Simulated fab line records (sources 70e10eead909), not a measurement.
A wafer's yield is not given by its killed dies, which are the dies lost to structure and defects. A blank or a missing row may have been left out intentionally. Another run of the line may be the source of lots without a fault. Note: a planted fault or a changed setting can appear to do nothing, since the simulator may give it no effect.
A single fault, viewed from 2 desks / flow nandHarc / each desk has only its own numbers; what lay behind them comes last

== FOR THE TOOL OWNER'S DESK: rieDiel-08 ==
The tool's own readings at NHARC_P_BONDPAD_ETCH_37 (etches the open film in N2/H2, target depth 60 nm, overetch 18 nm, time 65.91 s): means of the sampled wafers that have a number, for each lot that ran on this tool. Marked OUT: a lot whose mean sits more than 4 standard deviations from the usual mean, which makes it out of limits; the brackets give that distance.
Columns: A = drypumpMotorCurrentA at NHARC_P_BONDPAD_ETCH_37, usual 6.0 A; B = mfcArSccm at NHARC_P_BONDPAD_ETCH_37, usual 0.0025 sccm; C = n2FlowSccm at NHARC_P_BONDPAD_ETCH_37, usual 150.0 sccm; D = oesProductAu at NHARC_P_BONDPAD_ETCH_37, usual 0.998 a.u.; E = rfVppV at NHARC_P_BONDPAD_ETCH_37, usual 430.1 V; F = showerheadPlenumPTorr at NHARC_P_BONDPAD_ETCH_37, usual 2.02 Torr; G = throttleValvePct at NHARC_P_BONDPAD_ETCH_37, usual 14.172 %
lot=L859; first seen here=day 7 02:48; A=6.2; B=0.0013; C=149.8; D=0.998; E=430.9; F=2.05; G=14.175
lot=L862; first seen here=day 7 14:41; A=6.2; B=0.0034; C=150.8; D=0.994; E=431.2; F=2.06; G=14.170
lot=L865; first seen here=day 8 04:52; A=6.5; B=0.0026; C=149.9; D=0.993; E=430.1; F=2.01; G=14.170
lot=L870; first seen here=day 9 17:26; A=6.2; B=0.0013; C=150.0; D=0.994; E=429.8; F=2.00; G=14.167
lot=L877; first seen here=day 11 04:41; A=5.9; B=0.0042; C=150.4; D=0.894 (-12) OUT; E=432.0; F=2.09; G=14.178
This desk finds L877 out of limits, L877 being first, at day 11 04:41 (oesProductAu at NHARC_P_BONDPAD_ETCH_37). L859, L862, L865, L870 stayed within limits.

== THE METROLOGY DESK ==
Means of the sampled wafers that have a number, per lot and without regard to the tool the lot ran on: this is what the gauges read. Marked OUT: a lot whose mean sits more than 4 standard deviations from the usual mean, which makes it out of limits; the brackets give that distance.
Columns: A = cdNm at NHARC_P_BONDPAD_CD_MEAS_09, usual 499.5 nm; B = overlayXNm at NHARC_P_BONDPAD_OVL_MEAS_38, usual -2 nm; C = overlayYNm at NHARC_P_BONDPAD_OVL_MEAS_38, usual 2 nm
lot=L859; first seen here=day 7 02:30; A=498.6; B=-1; C=-3
lot=L862; first seen here=day 7 14:23; A=498.7; B=4; C=0
lot=L865; first seen here=day 8 04:34; A=497.5; B=-4; C=8
lot=L870; first seen here=day 9 17:08; A=498.0; B=-6; C=0
lot=L877; first seen here=day 11 04:22; A=499.5; B=7; C=5
This desk's finding: nothing out of limits on any of the 5 lots.

== ALL TOGETHER ==
The tool owner's desk had the chance to raise an alarm at day 11 04:41 on L877.
From the metrology desk's view, nothing was out of limits.
The metrology desk holds a record of L877, inside its limits.
All the named lots went through NHARC_P_BONDPAD_ETCH_37 on rieDiel-08.

== WHAT WAS PUT IN BY THE SIMULATOR ==
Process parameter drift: rieDiel-08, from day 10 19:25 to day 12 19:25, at NHARC_P_BONDPAD_ETCH_37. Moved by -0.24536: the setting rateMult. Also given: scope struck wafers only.
Lots struck among those shown: L877.
Each desk's first reading out of limits, in hours after the fault started: the tool owner's desk, 9.
